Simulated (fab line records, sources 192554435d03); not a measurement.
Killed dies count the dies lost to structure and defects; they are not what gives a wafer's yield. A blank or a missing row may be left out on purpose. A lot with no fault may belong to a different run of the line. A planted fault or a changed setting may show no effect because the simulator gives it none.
Which tool is to blame? -- flow n5Finfet -- 9 lots, 26 wafers sampled, at 5 steps of a route of 1938

== WHAT EACH GAUGE READ, for each wafer ==
N5_BEOL_M4_OCD_MEAS_38. Usual: trenchDepthNm at 55.4 nm, with a standard deviation of 0.93.
lot,measured,on,trenchDepthNm (nm),flag
L789,day 8 00:59,ocd-01,53.8 55.0 56.4,
L790,day 8 09:10,ocd-02,57.1 55.3 55.8,
L791,day 8 21:11,ocd-02,54.7 55.8 55.8,
L797,day 10 13:58,ocd-01,55.3 55.1 56.7,
L798,day 11 00:01,ocd-02,56.2 54.8 56.3,
L802,day 11 07:24,ocd-01,55.6 57.2 54.8,
L804,day 12 00:35,ocd-01,56.1 56.5,
L808,day 12 17:56,ocd-01,55.3 53.4 55.0,
L810,day 13 12:18,ocd-01,54.5 54.9 54.8,

N5_BEOL_M4_RC_MEAS_101. Usual: DIBL_N 35.9 mV/V, standard deviation 1.4; DIBL_P 35.9 mV/V, standard deviation 1.7; IOFF_N 0.155 nA/um, standard deviation 0.023; IOFF_P 0.201 nA/um, standard deviation 0.029; ION_N 672 uA/um, standard deviation 8.8; ION_P 460 uA/um, standard deviation 7; SS_N 71.6 mV/dec, standard deviation 0.48; SS_P 73.1 mV/dec, standard deviation 0.64; VT_N 250.0 mV, standard deviation 3; VT_P -251.6 mV, standard deviation 3.
lot,measured,on,DIBL_N (mV/V),DIBL_P (mV/V),IOFF_N (nA/um),IOFF_P (nA/um),ION_N (uA/um),ION_P (uA/um),SS_N (mV/dec),SS_P (mV/dec),VT_N (mV),VT_P (mV),flag
L789,day 8 04:57,prober-02,34.9 34.1 35.3,33.6 33.5 35.0,0.130 0.120 0.145,0.184 0.181 0.213,652 660 664,452 455 463,71.9 71.0 71.7,72.2 72.6 72.7,256.1 254.3 251.9,-249.7 -250.7 -250.3,
L790,day 8 14:56,prober-02,35.3 35.4 36.0,34.0 34.6 36.0,0.146 0.144 0.163,0.207 0.206 0.232,672 670 688,469 462 475,71.8 71.1 72.0,72.6 73.0 73.2,252.7 250.4 248.6,-248.6 -247.5 -247.8,
L791,day 9 02:19,prober-02,36.2 37.7 35.9,35.5 36.6 35.5,0.143 0.163 0.145,0.188 0.202 0.190,669 666 674,458 456 462,71.7 72.1 71.3,72.4 73.5 72.6,251.5 251.0 250.1,-255.1 -252.9 -252.0,
L797,day 10 18:28,prober-02,33.1 35.3 33.2,31.8 34.6 32.0,0.114 0.157 0.117,0.162 0.205 0.164,657 674 674,454 459 458,71.0 71.5 69.9,72.5 73.1 71.5,251.4 247.7 253.3,-253.1 -252.2 -252.7,
L798,day 11 03:59,prober-01,34.5 37.0 35.2,35.1 37.8 35.1,0.126 0.169 0.134,0.184 0.221 0.179,654 685 661,457 474 460,71.1 71.7 70.8,72.0 73.6 72.5,255.7 249.0 250.9,-250.0 -250.5 -252.3,
L802,day 11 12:03,prober-01,36.9 37.7 36.5,36.8 37.6 35.2,0.183 0.198 0.170,0.244 0.260 0.227,684 671 670,467 463 461,72.1 72.6 72.4,74.0 73.6 73.7,246.3 244.0 248.2,-249.6 -246.0 -249.3,
L804,day 12 05:29,prober-01,38.6 39.0,36.4 37.3,0.165 0.177,0.210 0.217,677 675,464 457,71.7 71.8,73.7 74.6,249.1 250.3,-251.6 -251.7,
L808,day 12 22:28,prober-02,39.1 38.5 37.6,39.8 39.4 38.0,0.211 0.195 0.187,0.260 0.250 0.231,682 685 686,462 464 469,72.3 72.4 71.8,74.4 73.7 73.0,243.3 248.6 243.6,-250.6 -249.5 -249.3,
L810,day 13 18:04,prober-01,35.9 37.2 34.9,35.7 35.9 34.2,0.155 0.157 0.132,0.183 0.196 0.171,679 670 666,461 454 451,71.4 71.7 70.5,72.8 73.5 73.4,248.4 250.7 252.3,-253.1 -252.3 -254.2,

== WHAT TOOL EACH LOT RAN ON (gives the tool, then ch and the chambers of the sampled wafers, and finally the start) ==
lot,N5_BEOL_M4_DESCUM_33,N5_BEOL_M4_ETCH_77,N5_BEOL_M4_ETCH_70
L789,"rieDiel-02 ch 2,3, day 7 17:12","rieDiel-02 ch 2,3, day 7 17:14","rieDiel-05 ch 0,2,3, day 8 00:38"
L790,"rieDiel-06 ch 0,3, day 8 07:37","rieDiel-06 ch 0,3, day 8 07:38","rieDiel-06 ch 0,2,3, day 8 08:49"
L791,"rieDiel-05 ch 2,3, day 8 16:24","rieDiel-05 ch 2,3, day 8 16:26","rieDiel-02 ch 1,2, day 8 20:50"
L797,"rieDiel-05 ch 0,3, day 10 11:38","rieDiel-05 ch 0,3, day 10 11:40","rieDiel-06 ch 0,1,2, day 10 13:36"
L798,"rieDiel-02 ch 0,1,2, day 10 16:35","rieDiel-02 ch 0,1,2, day 10 16:37","rieDiel-06 ch 1,2, day 10 23:38"
L802,"rieDiel-06 ch 1,2, day 11 05:47","rieDiel-06 ch 1,2, day 11 05:49","rieDiel-06 ch 0,1,2, day 11 07:02"
L804,"rieDiel-06 ch 1,2, day 11 16:41","rieDiel-06 ch 1,2, day 11 16:43","rieDiel-06 ch 1,3, day 12 00:14"
L808,"rieDiel-02 ch 1,2,3, day 12 16:11","rieDiel-02 ch 1,2,3, day 12 16:13","rieDiel-05 ch 0,1,3, day 12 17:34"
L810,"rieDiel-02 ch 0,3, day 13 09:38","rieDiel-02 ch 0,3, day 13 09:41","rieDiel-02 ch 1,3, day 13 11:56"
- N5_BEOL_M4_DESCUM_33: chemistry O2, time 7 s.
- N5_BEOL_M4_ETCH_77: etches underlayer in N2/H2, target depth 6.5 nm, time 5.2 s.
- N5_BEOL_M4_ETCH_70: etches SOC in N2/H2, target depth 80 nm, overetch 24 nm, time 130 s.

== WHAT THE TOOLS THEMSELVES READ (means of the sampled wafers that have a number; where no wafer has one, the mark that the record gives instead) ==
N5_BEOL_M4_DESCUM_33. Usual: drypumpMotorCurrentA 5.8 A, standard deviation 0.47; oesProductAu 0.79 a.u., standard deviation 0.095; rfVppV 243.7 V, standard deviation 1.5; showerheadPlenumPTorr 2.13 Torr, standard deviation 0.075; throttleValvePct 20.42 %, standard deviation 0.25.
lot,tool,drypumpMotorCurrentA (A),oesProductAu (a.u.),rfVppV (V),showerheadPlenumPTorr (Torr),throttleValvePct (%),flag
L789,rieDiel-02,5.8,0.70,242.8,2.10,20.43,
L790,rieDiel-06,5.8,0.76,243.7,2.12,20.65,
L791,rieDiel-05,5.3,0.84,245.4,2.20,20.30,
L797,rieDiel-05,5.5,0.81,243.1,2.08,20.16,
L798,rieDiel-02,6.3,0.75,243.3,2.15,20.30,
L802,rieDiel-06,5.4,0.77,242.7,2.07,20.78,
L804,rieDiel-06,5.5,0.80,243.2,2.10,20.73,
L808,rieDiel-02,6.1,0.81,243.6,2.14,20.27,
L810,rieDiel-02,6.0,0.85,242.7,2.06,20.19,

N5_BEOL_M4_ETCH_77. Usual: drypumpMotorCurrentA 5.8 A, standard deviation 0.47; etchRfOnTimeS 5.20 s, standard deviation 0.084; oesProductAu 0.67 a.u., standard deviation 0.079; rfVppV 525.1 V, standard deviation 2.9; showerheadPlenumPTorr 2.59 Torr, standard deviation 0.095; throttleValvePct 17.87 %, standard deviation 0.25.
lot,tool,drypumpMotorCurrentA (A),etchRfOnTimeS (s),oesProductAu (a.u.),rfVppV (V),showerheadPlenumPTorr (Torr),throttleValvePct (%),flag
L789,rieDiel-02,5.8,5.30,0.60,523.8,2.55,17.91,
L790,rieDiel-06,5.8,5.16,0.64,524.0,2.57,18.11,
L791,rieDiel-05,5.3,5.28,0.71,528.4,2.69,17.74,
L797,rieDiel-05,5.5,5.15,0.70,523.6,2.52,17.69,
L798,rieDiel-02,6.3,5.22,0.63,525.8,2.61,17.71,
L802,rieDiel-06,5.4,5.20,0.66,522.6,2.51,18.24,
L804,rieDiel-06,5.5,5.20,0.69,525.5,2.56,18.23,
L808,rieDiel-02,6.1,5.22,0.68,525.3,2.60,17.71,
L810,rieDiel-02,6.0,5.15,0.73,522.3,2.50,17.62,

N5_BEOL_M4_ETCH_70. Usual: drypumpMotorCurrentA 5.8 A, standard deviation 0.48; oesProductAu 0.58 a.u., standard deviation 0.064; rfVppV 524.8 V, standard deviation 2.9; runLengthS 153.2 s, standard deviation 0.33; showerheadPlenumPTorr 2.58 Torr, standard deviation 0.1; throttleValvePct 17.84 %, standard deviation 0.26.
lot,tool,drypumpMotorCurrentA (A),oesProductAu (a.u.),rfVppV (V),runLengthS (s),showerheadPlenumPTorr (Torr),throttleValvePct (%),flag
L789,rieDiel-05,5.4,0.62,526.1,153.0,2.61,17.64,
L790,rieDiel-06,5.5,0.56,524.5,153.0,2.54,18.03,
L791,rieDiel-02,6.4,0.58,526.8,153.7,2.66,17.65,
L797,rieDiel-06,5.6,0.57,523.6,153.3,2.55,18.20,
L798,rieDiel-06,5.6,0.63,525.3,153.5,2.61,18.15,
L802,rieDiel-06,5.6,0.57,523.7,151.1,2.54,18.22,OFF
L804,rieDiel-06,5.8,0.65,528.6,150.2,2.70,17.94,OFF
L808,rieDiel-05,5.3,0.56,524.2,152.9,2.55,17.89,
L810,rieDiel-02,6.3,0.60,524.7,153.4,2.61,17.59,

== THE ANSWER, worked out from the rows above alone ==
Rule: a lot is off if the mean of its wafers that have a number lies more than 3 standard deviations from the usual mean. A lot without any number at a reading at which 4 lots or more have one is off too. Any other lot the step has rows for is counted as sound. The gauges are gone through in route order, then the tools' own readings, and for those a lot's mean is taken as printed above. The first step at which some lot is off is used, and at that step the reading that is off furthest; a lot without a number counts as furthest.
Off at N5_BEOL_M4_ETCH_70 (runLengthS): L802, L804.
If a tool, at that step or one of the process steps before it, ran each lot that is off and ran no sound lot following the first of them, it fits. One fits: N5_BEOL_M4_DESCUM_33 and N5_BEOL_M4_ETCH_77 and N5_BEOL_M4_ETCH_70 on rieDiel-06. At N5_BEOL_M4_DESCUM_33 its last sound lot is L790 (day 8 07:37), its first lot that is off L802 (day 11 05:47): a fault that began between those two fits.

== WHAT THE SIMULATOR PUT IN ==
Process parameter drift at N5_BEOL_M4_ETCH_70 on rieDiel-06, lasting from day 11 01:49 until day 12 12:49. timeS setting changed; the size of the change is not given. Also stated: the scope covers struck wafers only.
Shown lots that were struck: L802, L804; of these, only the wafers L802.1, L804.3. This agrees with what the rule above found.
